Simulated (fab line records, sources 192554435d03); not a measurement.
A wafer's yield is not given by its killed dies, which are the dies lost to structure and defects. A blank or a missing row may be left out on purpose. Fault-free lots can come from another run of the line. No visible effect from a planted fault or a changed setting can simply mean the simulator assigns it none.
A struck lot beside a sound one -- flow n5_finfet -- 17 steps out of a route of 1938
Sound: wafers L872.3, L872.5, L872.6. Struck: wafer L883.5 (left out: L883.4, a lot-mate that was not struck); the cause follows at the end.
For every step that has rows: the tool of each side, followed by ch and its chambers, followed by its first start. Under that, the readings that differ: sound wafers -- struck wafers -- difference of the means -- sigmas: that difference in standard deviations of wafers without a fault.
alike: words and numbers the same on both sides, and readings whose means are apart by under 2 such deviations; not compared: readings that were withheld, readings missing a value for some wafer, numbers with overlapping values and no deviation given by the record, and bounds like >300 which may hide the same value.
Wherever a step has rows on one side only, a row that says differs or no value, or a row with sigmas, the two part there. Numbers that don't overlap but have no deviation are shown without sigmas and don't part them. A reading missing from all wafers of one side parts the sides only when that side holds two or more wafers.

N5_BEOL_M9_ETCH_62: etches SOC in N2/H2, target depth 110 nm, overetch 22 nm, time 165 s.
  sound on rie_diel-05 ch 0,2,3, day 10 11:13; struck on rie_diel-03 ch 0, day 13 15:43
  alike: bias_w, drypump_motor_current_A, oes_product_au, rf_vpp_V, showerhead_plenum_p_Torr, temp_c, throttle_valve_pct
  not compared: rf_hours_counter_h
then, 1 step without rows for these wafers: N5_BEOL_M9_STRIP_68 (strips in N2/H2).
N5_BEOL_M9_STRIP_67: strips in CF4.
  sound on rie_diel-05 ch 0,2,3, day 10 11:22; struck on rie_diel-03 ch 0, day 13 15:52
  alike: drypump_motor_current_A, oes_product_au, rf_vpp_V, showerhead_plenum_p_Torr, throttle_valve_pct
  not compared: rf_hours_counter_h
N5_BEOL_M9_HM_OPEN_17: chemistry Cl2/BCl3, target TiN, target depth 20 nm, overetch 6 nm.
  sound on rie_metal-02 ch 1, day 10 11:28; struck on rie_metal-03 ch 1, day 13 15:59
  alike: bias_w, drypump_motor_current_A, oes_product_au, throttle_valve_pct
  not compared: rf_hours_counter_h
N5_BEOL_M9_STRIP_19: strips in O2.
  sound on rie_diel-05 ch 0,2, day 10 11:37; struck on rie_diel-03 ch 2, day 13 16:06
  alike: drypump_motor_current_A, oes_product_au, rf_vpp_V, showerhead_plenum_p_Torr, temp_c, throttle_valve_pct
  not compared: rf_hours_counter_h
N5_BEOL_M9_CD_MEAS_18: pitch 140 nm, target cd 70 nm.
  sound on cd_sem-01 at day 10 11:41; struck on cd_sem-03 at day 13 16:11
  alike: cd_nm
then, 6 steps without rows for these wafers: N5_BEOL_M9_COAT_63 (time 60 s, resist thk 60 nm); N5_BEOL_M9_COAT_64 (time 60 s, resist thk 12 nm); N5_BEOL_M9_COAT_75 (time 60 s, resist thk 5 nm); N5_BEOL_M9_COAT_22 (resist thk 30 nm); N5_BEOL_M9_EBR_24; N5_BEOL_M9_SOFTBAKE_23 (time 60 s).
N5_BEOL_M9_EXPOSE_25: exposes mask V8.
  sound on euv_scanner-02 ch 0, day 10 11:55; struck on euv_scanner-02 ch 0, day 13 20:53
reading,sound,struck,difference,sigmas
focus_offset_nm (nm),0.6 0.7 0.8,-1.4,-2.1,-4
  alike: mask
then, 2 steps without rows for these wafers: N5_BEOL_M9_PEB_26 (peb time 60 s); N5_BEOL_M9_DEVELOP_27 (develop time 30 s).
N5_BEOL_M9_CD_MEAS_28: the cd target is 70 nm.
  sound on cd_sem-01 ch 0, day 10 12:02; struck on cd_sem-01 ch 0, day 13 21:00
reading,sound,struck,difference,sigmas
cd_nm (nm),70.3 70.3 70.6,71.0,+0.6,+2
N5_BEOL_M9_OVL_MEAS_29:
  sound on overlay-02 ch 0, day 10 12:04; struck on overlay-02 ch 0, day 13 21:03
  alike: V8_OVL

## WHERE THEY PART
Earliest at N5_BEOL_M9_EXPOSE_25; latest, in this record, at N5_BEOL_M9_CD_MEAS_28. Later steps at which nothing parts them and some readings are alike: N5_BEOL_M9_OVL_MEAS_29.

WHY: whatever the simulator had introduced
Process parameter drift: euv_scanner-02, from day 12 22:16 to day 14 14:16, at N5_BEOL_M9_EXPOSE_25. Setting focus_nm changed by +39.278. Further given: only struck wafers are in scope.
